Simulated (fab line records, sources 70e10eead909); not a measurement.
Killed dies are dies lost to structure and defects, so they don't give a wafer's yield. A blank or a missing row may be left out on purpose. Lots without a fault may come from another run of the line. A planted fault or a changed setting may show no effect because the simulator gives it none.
fab line records | flow nand_harc | part 2 of 2: steps 4 to 6 of 6
record lots=24 wafers=72 last_day=33
route steps=1302 shown A_CONTACT@1098 A_BLC@1128 A_M0@1154
lots that met no fault: from a run of the same line without faults
start_h: hours from the record's first day to the start of the lot's first wafer shown | wait_h: hours since the lot's step before | " the same as in the row above | L1.1+2: a row that stands for several wafers | - no value, or no start given | * or withheld: withheld | < > ~ a bound
route shown NAME@n: a module of which the file shows steps, and the number in the route of the first | usual: mean/standard deviation of fault-free wafers | same: alike in all rows | chamber/n: place in a boat | sites: the reading at each site | _std_site: their standard deviation | _edge_site: outer sites' mean less inner sites' | radius_mm: how far each site lies from the wafer's centre | mask NAME#n: copy n | behind: the tool/chamber that last shaped the wafer | hold: why the lot was held/for how many hours/how that ended | device: the transistor (n, p or np) that didn't switch | end of line: the same wafers' tests at the end of the route | a step without rows: its recipe alone | killed: dies lost to structure and defects at the first sort, not the wafer's yield | map: a wafer's dies, x killed, . not, _ none there
set.NAME: the setting as run; set.NAME@STEP: as run at that earlier step | model.NAME: the simulator's own value behind a step, which no gauge read
steps of the route over a sample of lots; a table a step, a row a wafer
services: from which hour (start_h, from the record's first day; less than 0 if before it) a tool's chamber was out of use, for how many hours, and why
## steps
# step NHARC_A_M0_STRIP_18
# recipe power_w=1000 n2_flow_sccm=150 h2_flow_sccm=150 ar_flow_sccm=0 bias_w=0 chemistry=N2/H2
# usual drypump_motor_current_A=5.8/0.34 mfc_ar_sccm=0.007/0.0092 oes_product_au=1.001/0.01 rf_fwd_power_W=997/3.4 rf_vpp_V=90.7/0.84 showerhead_plenum_p_Torr=2.04/0.059 throttle_valve_pct=14.171/0.0077
# columns lot.wafer tool chamber start_h wait_h drypump_motor_current_A mfc_ar_sccm oes_product_au rf_fwd_power_W rf_hours_counter_h rf_vpp_V showerhead_plenum_p_Torr throttle_valve_pct
L074.3 rie_diel-02 1 530.97 0.1 5.8 0 0.989 992 5.8 91.8 2.06 14.173
L074.2 " 2 " " 5.2 0.005 0.995 995 6.0 90.8 2.02 14.168
L074.6 " 0 " " 6.1 0.006 1.010 1003 - 90.9 2.01 14.179
L075.1 rie_diel-02 0 532.13 0.1 6.1 0.006 1.009 1002 7.5 91.8 2.01 14.179
L075.3 " 3 " " 6.1 0.034 0.995 997 7.1 89.4 1.91 14.177
L075.6 " 0 " " 6.1 0.006 1.006 1003 - 89.6 2.01 14.169
L077.3 rie_diel-10 0 548.91 0.1 6.2 0 0.979 1000 4.8 90.7 2.11 14.155
L077.1 " 3 " " 5.2 0 0.999 996 5.8 91.4 2.06 14.172
L077.5 " 1 " " 5.6 0.006 1.005 995 - 90.9 2.03 14.165
L076.3 rie_diel-10 3 550.07 0.1 5.3 0 1.006 998 5.9 90.8 2.06 14.165
L076.5 " 1 " " 5.6 0.006 1.005 999 - 91.5 2.03 14.170
L076.6 " 2 " " 5.8 0.014 1.013 994 - 91.2 2.01 14.175
L078.2 rie_diel-02 2 566.66 0.1 5.2 0.005 0.992 995 7.5 90.4 2.02 14.172
L078.1 " 1 " " 5.8 0 0.990 995 7.3 90.7 2.06 14.172
L078.5 " 2 " " 5.2 0.005 1.003 994 - 90.4 2.02 14.166
L080.3 rie_diel-09 1 580.70 0.1 6.0 0 1.003 1000 6.4 89.3 1.92 14.165
L080.1 " 0 " " 6.0 0.021 1.010 991 5.8 91.0 2.15 14.175
L080.5 " 2 " " 6.3 0.011 0.987 999 - 90.7 2.08 14.173
L081.2 rie_diel-10 3 586.63 0.1 5.3 0 1.008 997 8.0 91.5 2.06 14.164
L081.1 " 0 " " 6.2 0 0.986 1000 6.7 92.1 2.11 14.158
L081.6 " 3 " " 5.3 0 1.005 994 - 89.4 2.06 14.184
L079.3 rie_diel-10 1 588.90 0.1 5.6 0.006 0.988 992 7.1 90.4 2.03 14.182
L079.1 " 2 " " 5.8 0.014 0.999 996 8.4 90.2 2.01 14.169
L079.4 " 3 " " 5.3 0 0.996 997 8.1 90.1 2.06 14.166
L082.4 rie_diel-02 2 601.11 0.1 5.2 0.005 1.017 993 1.6 90.6 2.02 14.177
L082.1 " 3 " " 6.1 0.034 1.006 999 1.7 90.8 1.91 14.187
L082.5 " 3 " " 6.1 0.034 1.014 1005 - 89.5 1.91 14.161
L083.4 rie_diel-09 1 621.09 0.2 6.0 0 1.006 997 - 90.0 1.92 14.173
L083.6 " 3 " " 5.5 0 1.004 995 - 90.9 2.06 14.184
L083.5 " 0 " " 6.0 0.021 1.015 1001 - 91.1 2.15 14.174
L084.2 rie_diel-02 2 634.87 0.1 5.2 0.005 1.008 997 3.5 89.2 2.02 14.178
L084.5 " 1 " " 5.8 0 0.996 990 - 90.0 2.06 14.180
L084.4 " 2 " " 5.2 0.005 1.003 990 - 91.1 2.02 14.172
L086.2 rie_diel-02 0 636.52 0.1 6.1 0.006 0.985 993 2.4 90.0 2.01 14.169
L086.3 " 2 " " 5.2 0.005 1.005 997 3.6 91.7 2.02 14.155
L086.4 " 0 " " 6.1 0.006 0.992 992 - 92.2 2.01 14.188
L085.2 rie_diel-10 2 639.68 0.1 5.8 0.014 1.007 999 0.6 90.4 2.01 14.174
L085.1 " 0 " " 6.2 0 0.988 992 0.7 90.3 2.11 14.174
L085.6 " 3 " " 5.3 0 1.016 998 - 90.3 2.06 14.176
L088.1 rie_diel-10 0 663.03 0.1 6.2 0 1.011 999 2.9 90.1 2.11 14.180
L088.3 " 2 " " 5.8 0.014 1.004 996 2.4 90.7 2.01 14.169
L088.5 " 0 " " 6.2 0 0.990 992 - 92.7 2.11 14.177
L087.1 rie_diel-10 3 671.65 0.1 5.3 0 1.012 998 3.1 91.7 2.06 14.152
L087.5 " 1 " " 5.6 0.006 0.994 992 - 90.5 2.03 14.172
L087.6 " 2 " " 5.8 0.014 0.996 994 - 90.3 2.01 14.169
L089.3 rie_diel-10 1 675.22 0.1 5.6 0.006 0.990 995 3.2 89.0 2.03 14.172
L089.5 " 1 " " 5.6 0.006 1.008 992 - 90.6 2.03 14.172
L089.6 " 2 " " 5.8 0.014 0.992 999 - 89.8 2.01 14.177
L090.1 rie_diel-02 1 678.34 0.1 5.8 0 1.012 996 5.7 89.6 2.06 14.182
L090.2 " 3 " " 6.1 0.034 1.003 1000 5.2 91.0 1.91 14.175
L090.6 " 3 " " 6.1 0.034 0.993 997 - 89.9 1.91 14.167
L091.4 rie_diel-10 0 684.57 0.1 6.2 0 0.994 999 4.0 88.6 2.11 14.169
L091.2 " 2 " " 5.8 0.014 0.999 993 3.8 91.1 2.01 14.177
L091.5 " 0 " " 6.2 0 0.989 999 - 91.4 2.11 14.169
L092.2 rie_diel-10 3 717.48 0.1 5.3 0 1.014 997 5.7 90.4 2.06 14.178
L092.6 " 3 " " 5.3 0 1.022 995 - 89.2 2.06 14.174
L092.5 " 0 " " 6.2 0 0.981 996 - 89.9 2.11 14.167
L093.1 rie_diel-09 3 724.92 0.1 5.5 0 0.995 1000 3.5 90.5 2.05 14.181
L093.5 " 1 " " 6.1 0 1.005 991 - 89.4 1.91 14.176
L093.6 " 2 " " 6.2 0.011 1.003 996 - 91.3 2.08 14.168
L095.3 rie_diel-10 3 733.38 0.1 5.3 0 1.021 998 6.0 91.4 2.06 14.152
L095.1 " 0 " " 6.2 0 0.988 991 5.8 90.5 2.11 14.164
L095.2 " 1 " " 5.6 0.006 0.989 998 5.6 91.3 2.03 14.168
L094.1 rie_diel-02 1 733.93 0.1 5.8 0 0.995 1000 8.1 92.0 2.06 14.169
L094.3 " 3 " " 6.1 0.034 1.014 998 7.7 90.4 1.91 14.173
L094.6 " 0 " " 6.1 0.006 1.011 1001 - 89.7 2.01 14.164
L096.1 rie_diel-10 2 755.18 0.1 5.8 0.014 1.010 993 6.4 91.4 2.01 14.171
L096.2 " 3 " " 5.3 0 1.021 1000 7.5 91.3 2.06 14.163
L096.6 " 1 " " 5.6 0.006 0.999 1000 - 90.9 2.03 14.154
L097.1 rie_diel-09 3 755.76 0.1 5.6 0 0.996 998 5.8 91.5 2.05 14.176
L097.2 " 1 " " 6.1 0 1.017 1001 5.4 89.2 1.91 14.167
L097.3 " 2 " " 6.2 0.011 0.993 997 6.1 90.4 2.08 14.182
# step NHARC_A_M0_DEGAS_28
# recipe temp_c=250 time_s=60
# usual heater_power_w=332/24
# columns lot.wafer tool chamber start_h wait_h heater_power_w
L074.3 pvd_sputter-01 - 531.46 - 321
L074.2 " - " " 331
L074.6 " - " " 322
L075.1 pvd_sputter-02 - 532.67 - 361
L075.3 " - " " 337
L075.6 " - " " 358
L077.3 pvd_sputter-02 - 549.46 - 338
L077.1 " - " " 365
L077.5 " - " " 339
L076.3 pvd_sputter-03 - 550.59 - 369
L076.6 " - " " 323
L076.5 " - " " 283
L078.2 pvd_sputter-02 - 567.24 - 346
L078.1 " - " " 360
L078.5 " - " " 349
L080.1 pvd_sputter-01 - 581.26 - 329
L080.3 " - " " 329
L080.5 " - " " 318
L081.2 pvd_sputter-02 - 587.15 - 340
L081.1 " - " " 360
L081.6 " - " " 345
L079.3 pvd_sputter-03 - 589.43 - 285
L079.1 " - " " 318
L079.4 " - " " 367
L082.4 pvd_sputter-03 - 601.65 - 281
L082.1 " - " " 322
L082.5 " - " " 287
L083.4 pvd_sputter-03 - 621.60 - 283
L083.6 " - " " 361
L083.5 " - " " 319
L084.2 pvd_sputter-02 - 635.40 - 361
L084.4 " - " " 344
L084.5 " - " " 354
L086.3 pvd_sputter-03 - 637.13 - 285
L086.4 " - " " 322
L086.2 " - " " 362
L085.1 pvd_sputter-01 - 640.22 - 335
L085.2 " - " " 313
L085.6 " - " " 350
L088.3 pvd_sputter-03 - 663.57 - 359
L088.1 " - " " 283
L088.5 " - " " 320
L087.1 pvd_sputter-03 - 672.15 - 282
L087.6 " - " " 323
L087.5 " - " " 281
L089.3 pvd_sputter-01 - 675.78 - 351
L089.6 " - " " 311
L089.5 " - " " 335
L090.1 pvd_sputter-02 - 678.95 - 344
L090.2 " - " " 376
L090.6 " - " " 337
L091.2 pvd_sputter-02 - 685.11 - 337
L091.4 " - " " 342
L091.5 " - " " 361
L092.2 pvd_sputter-03 - 718.05 - 316
L092.5 " - " " 298
L092.6 " - " " 329
L093.1 pvd_sputter-03 - 725.45 - 300
L093.5 " - " " 328
L093.6 " - " " 302
L095.2 pvd_sputter-03 - 734.02 - 333
L095.3 " - " " 353
L095.1 " - " " 296
L094.1 pvd_sputter-01 - 734.46 - 340
L094.3 " - " " 367
L094.6 " - " " 335
L096.2 pvd_sputter-03 - 755.68 - 327
L096.1 " - " " 353
L096.6 " - " " 327
L097.1 pvd_sputter-03 - 756.30 - 314
L097.3 " - " " 333
L097.2 " - " " 356
# step NHARC_A_M0_ANNEAL_30
# recipe temp_c=225 time_s=90
# usual wafer_temp_C_max=226.13/0.28
# columns lot.wafer tool chamber start_h wait_h wafer_temp_C_max
L074.2 rtp_anneal-02 0 532.26 - 225.82
L074.3 " 0 " " 225.78
L074.6 " 0 " " 226.11
L075.1 rtp_anneal-01 0 533.54 0.3 226.19
L075.3 " 0 " " 225.87
L075.6 " 0 " " 226.17
L077.1 rtp_anneal-02 0 550.32 0.3 225.77
L077.3 " 0 " " 226.27
L077.5 " 0 " " 225.81
L076.3 rtp_anneal-02 0 551.52 0.3 226.11
L076.5 " 0 " " 225.83
L076.6 " 0 " " 225.64
L078.1 rtp_anneal-02 0 568.11 0.4 226.10
L078.2 " 0 " " 226.09
L078.5 " 0 " " 226.51
L080.1 rtp_anneal-02 0 581.99 - 225.71
L080.3 " 0 " " 226.11
L080.5 " 0 " " 225.82
L081.1 rtp_anneal-01 0 587.89 0.3 226.01
L081.2 " 0 " " 226.05
L081.6 " 0 " " 225.91
L079.1 rtp_anneal-02 0 590.17 0.3 225.94
L079.3 " 0 " " 225.99
L079.4 " 0 " " 226.26
L082.1 rtp_anneal-01 0 602.67 0.3 226.18
L082.4 " 0 " " 226.11
L082.5 " 0 " " 225.72
L083.4 rtp_anneal-01 0 622.47 - 226.51
L083.5 " 0 " " 226.13
L083.6 " 0 " " 226.27
L084.2 rtp_anneal-01 0 636.19 0.4 226.12
L084.4 " 0 " " 226.44
L084.5 " 0 " " 226.34
L086.2 rtp_anneal-02 0 637.92 0.4 226.21
L086.3 " 0 " " 225.85
L086.4 " 0 " " 225.66
L085.1 rtp_anneal-01 0 640.95 - 226.17
L085.2 " 0 " " 225.91
L085.6 " 0 " " 226.75
L088.1 rtp_anneal-02 0 664.31 0.3 226.14
L088.3 " 0 " " 225.81
L088.5 " 0 " " 225.84
L087.1 rtp_anneal-02 0 672.88 0.3 225.91
L087.5 " 0 " " 225.99
L087.6 " 0 " " 226.01
L089.3 rtp_anneal-02 0 676.62 0.3 226.09
L089.5 " 0 " " 226.74
L089.6 " 0 " " 226.06
L090.1 rtp_anneal-01 0 679.68 0.3 226.33
L090.2 " 0 " " 226.41
L090.6 " 0 " " 226.61
L091.2 rtp_anneal-01 0 686.02 - 226.08
L091.4 " 0 " " 226.09
L091.5 " 0 " " 226.30
L092.2 rtp_anneal-02 0 718.81 - 225.69
L092.5 " 0 " " 225.98
L092.6 " 0 " " 225.61
L093.1 rtp_anneal-01 0 726.19 - 226.04
L093.5 " 0 " " 226.26
L093.6 " 0 " " 226.34
L095.1 rtp_anneal-01 0 734.75 - 226.55
L095.2 " 0 " " 226.31
L095.3 " 0 " " 226.35
L094.1 rtp_anneal-01 0 735.21 - 226.59
L094.3 " 0 " " 226.33
L094.6 " 0 " " 226.07
L096.1 rtp_anneal-01 0 756.42 0.3 226.67
L096.2 " 0 " " 226.55
L096.6 " 0 " " 226.29
L097.1 rtp_anneal-01 0 757.10 - 226.40
L097.2 " 0 " " 226.99
L097.3 " 0 " " 225.82
## services
# columns tool chamber start_h hours kind
rie_diel-04 1 502.51 8.2 repair
rie_diel-03 1 502.74 20.3 repair
pvd_sputter-03 - 526.33 10.0 pm
rie_diel-04 - 531.90 9.0 pm
rie_diel-04 3 553.18 5.9 repair
rie_diel-02 - 570.70 9.0 pm
rie_diel-04 - 581.88 0.7 repair
pvd_sputter-01 - 582.69 10.0 pm
pvd_sputter-02 - 589.95 0.8 repair
rie_diel-10 - 596.50 9.0 pm
rie_diel-03 0 606.54 6.3 repair
rie_diel-04 1 637.44 7.2 repair
rie_diel-03 - 638.00 9.0 pm
pvd_sputter-02 - 638.45 10.0 pm
rie_diel-04 0 663.33 5.6 repair
rie_diel-04 0 674.89 6.6 repair
pvd_sputter-03 - 704.33 10.0 pm
pvd_sputter-03 - 716.58 1.0 repair
rie_diel-03 2 723.05 8.7 repair
rie_diel-10 2 726.55 14.0 repair
rie_diel-04 0 737.03 12.1 repair
rtp_anneal-02 - 744.00 12.0 pm
rie_diel-04 3 745.50 5.1 repair
pvd_sputter-01 - 756.42 1.1 repair
